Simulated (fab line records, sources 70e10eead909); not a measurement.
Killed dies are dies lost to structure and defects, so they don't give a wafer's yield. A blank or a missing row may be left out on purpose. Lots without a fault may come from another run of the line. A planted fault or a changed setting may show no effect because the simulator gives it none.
Which tool did it? | flow nand_harc | 16 lots, 48 wafers sampled, at 3 steps of a route of 1302

WHAT THE GAUGES READ, wafer by wafer
NHARC_P_M0_CD_MEAS_09: target cd 90 nm.
lot  | measured     | on        | cd_nm (nm)
L765 | day 6 04:31  | cd_sem-01 | 88.2 87.7 89.1
L766 | day 6 08:45  | cd_sem-03 | 87.3 88.4 88.1
L767 | day 6 18:23  | cd_sem-03 | 91.5 89.9 90.4
L769 | day 7 19:28  | cd_sem-03 | 88.9 88.7 88.2
L771 | day 8 12:06  | cd_sem-01 | 91.8 90.6 90.5
L772 | day 9 03:29  | cd_sem-01 | 89.3 88.2 89.6
L774 | day 9 20:01  | cd_sem-03 | 90.4 90.6 89.1
L776 | day 10 13:29 | cd_sem-02 | 88.2 88.9 89.3
L777 | day 10 22:56 | cd_sem-01 | 104.8 104.8 104.9
L779 | day 12 04:28 | cd_sem-03 | 90.9 89.6 91.8
L778 | day 12 07:11 | cd_sem-01 | 100.7 101.3 100.5
L780 | day 12 08:14 | cd_sem-03 | 88.6 89.6 87.8
L781 | day 12 16:31 | cd_sem-03 | 100.4 100.0 98.9
L782 | day 13 04:28 | cd_sem-02 | 99.2 99.7 99.3
L784 | day 14 11:07 | cd_sem-02 | 88.4 88.4 88.0
L787 | day 15 11:39 | cd_sem-02 | 89.8 90.7 90.4

WHICH TOOL RAN EACH LOT (tool, then ch and the chambers of the sampled wafers, then the start)
lot  | NHARC_P_CONTACT_DEGAS_38     | NHARC_P_M0_EXPOSE_06
L765 | pvd_sputter-02, day 6 02:07  | arfi_scanner-01 ch 0, day 6 04:22
L766 | pvd_sputter-03, day 6 06:29  | arfi_scanner-01 ch 0, day 6 08:37
L767 | pvd_sputter-02, day 6 16:07  | arfi_scanner-01 ch 0, day 6 18:14
L769 | pvd_sputter-01, day 7 17:04  | arfi_scanner-03 ch 0, day 7 19:19
L771 | pvd_sputter-01, day 8 09:35  | arfi_scanner-03 ch 0, day 8 11:58
L772 | pvd_sputter-01, day 9 01:06  | arfi_scanner-02 ch 0, day 9 03:21
L774 | pvd_sputter-02, day 9 17:46  | arfi_scanner-02 ch 0, day 9 19:53
L776 | pvd_sputter-02, day 10 11:13 | arfi_scanner-03 ch 0, day 10 13:21
L777 | pvd_sputter-03, day 10 20:22 | arfi_scanner-03 ch 0, day 10 22:47
L779 | pvd_sputter-03, day 12 02:04 | arfi_scanner-02 ch 0, day 12 04:20
L778 | pvd_sputter-03, day 12 04:47 | arfi_scanner-03 ch 0, day 12 07:03
L780 | pvd_sputter-02, day 12 05:15 | arfi_scanner-02 ch 0, day 12 08:05
L781 | pvd_sputter-02, day 12 13:48 | arfi_scanner-03 ch 0, day 12 16:23
L782 | pvd_sputter-03, day 13 02:11 | arfi_scanner-03 ch 0, day 13 04:19
L784 | pvd_sputter-03, day 14 08:30 | arfi_scanner-02 ch 0, day 14 10:59
L787 | pvd_sputter-03, day 15 09:13 | arfi_scanner-02 ch 0, day 15 11:31
- NHARC_P_CONTACT_DEGAS_38: time 60 s.
- NHARC_P_M0_EXPOSE_06: exposes mask P M0, target cd 90 nm.

WHAT THE TOOLS THEMSELVES READ (means of the sampled wafers that have a number; where no wafer has one, the mark that the record gives instead)
NHARC_P_CONTACT_DEGAS_38.
lot  | tool           | heater_power_w (W)
L765 | pvd_sputter-02 | 504
L766 | pvd_sputter-03 | 501
L767 | pvd_sputter-02 | 432
L769 | pvd_sputter-01 | 453
L771 | pvd_sputter-01 | 478
L772 | pvd_sputter-01 | 471
L774 | pvd_sputter-02 | 444
L776 | pvd_sputter-02 | 498
L777 | pvd_sputter-03 | 520
L779 | pvd_sputter-03 | 415
L778 | pvd_sputter-03 | 411
L780 | pvd_sputter-02 | 495
L781 | pvd_sputter-02 | 431
L782 | pvd_sputter-03 | 508
L784 | pvd_sputter-03 | 500
L787 | pvd_sputter-03 | 413

NHARC_P_M0_EXPOSE_06.
lot  | tool            | exposure_dose_mJ_cm2 | focus_offset_nm (nm)
L765 | arfi_scanner-01 | 81.39                | 0.0
L766 | arfi_scanner-01 | 81.34                | -1.3
L767 | arfi_scanner-01 | 81.33                | -0.1
L769 | arfi_scanner-03 | 81.26                | 0.0
L771 | arfi_scanner-03 | 81.23                | 0.5
L772 | arfi_scanner-02 | 81.25                | -0.8
L774 | arfi_scanner-02 | 81.08                | -0.1
L776 | arfi_scanner-03 | 81.26                | 0.1
L777 | arfi_scanner-03 | 102.24               | 0.3
L779 | arfi_scanner-02 | 81.17                | -0.4
L778 | arfi_scanner-03 | 98.04                | 0.4
L780 | arfi_scanner-02 | 81.08                | -0.1
L781 | arfi_scanner-03 | 94.71                | 0.6
L782 | arfi_scanner-03 | 94.10                | -0.5
L784 | arfi_scanner-02 | 81.06                | 0.5
L787 | arfi_scanner-02 | 81.08                | -0.2

THE ANSWER, worked out from the rows above alone
Rule: what is usual is taken from the lots themselves. Put in order of their means at a reading, lots are off if they are a third of the lots or fewer, leave a main group of 4 or more, and stand apart from it by a gap of 3 or more times the standard deviation of the main group's means; of several such gaps the widest counts. A main group whose means are all the same, to the digits that the tables above print for the reading, isn't used. A lot without any number at a reading at which 4 lots or more have one is off too. The other lots that the step has rows for count as sound. The gauges are gone through in route order, then the tools' own readings, and for those a lot's mean is taken as printed above. The first step at which some lot is off is used, and at that step the reading that is off furthest; a lot without a number counts as furthest.
Off: L777, L778, L781, L782, at NHARC_P_M0_CD_MEAS_09 (cd_nm). The main group: mean 89.4 nm, standard deviation 1.
A tool fits if, at a process step before that reading, it ran every lot that is off, and no sound lot after the first of them. The gauges at NHARC_P_M0_CD_MEAS_09 aren't tried: what is off there is off at NHARC_P_M0_EXPOSE_06 too, on other tools, and a gauge's error can't cause that. One fits: arfi_scanner-03 at NHARC_P_M0_EXPOSE_06. Its last sound lot is L776 (day 10 13:21), its first lot that is off L777 (day 10 22:47): a fault that began between those two fits.
The tool's own readings at NHARC_P_M0_EXPOSE_06 bear it out: on the lots that are off they differ by more than 5 times the standard deviation of the sound lots' means. exposure_dose_mJ_cm2 reads 97.27 there against 81.21 on the sound lots.

WHAT THE SIMULATOR HAD PUT IN
Process parameter drift: arfi_scanner-03, from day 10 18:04 on, at NHARC_P_M0_EXPOSE_06. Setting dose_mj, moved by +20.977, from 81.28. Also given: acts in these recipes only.
Lots struck among those shown: L777, L778, L781, L782. The rule above found the same.
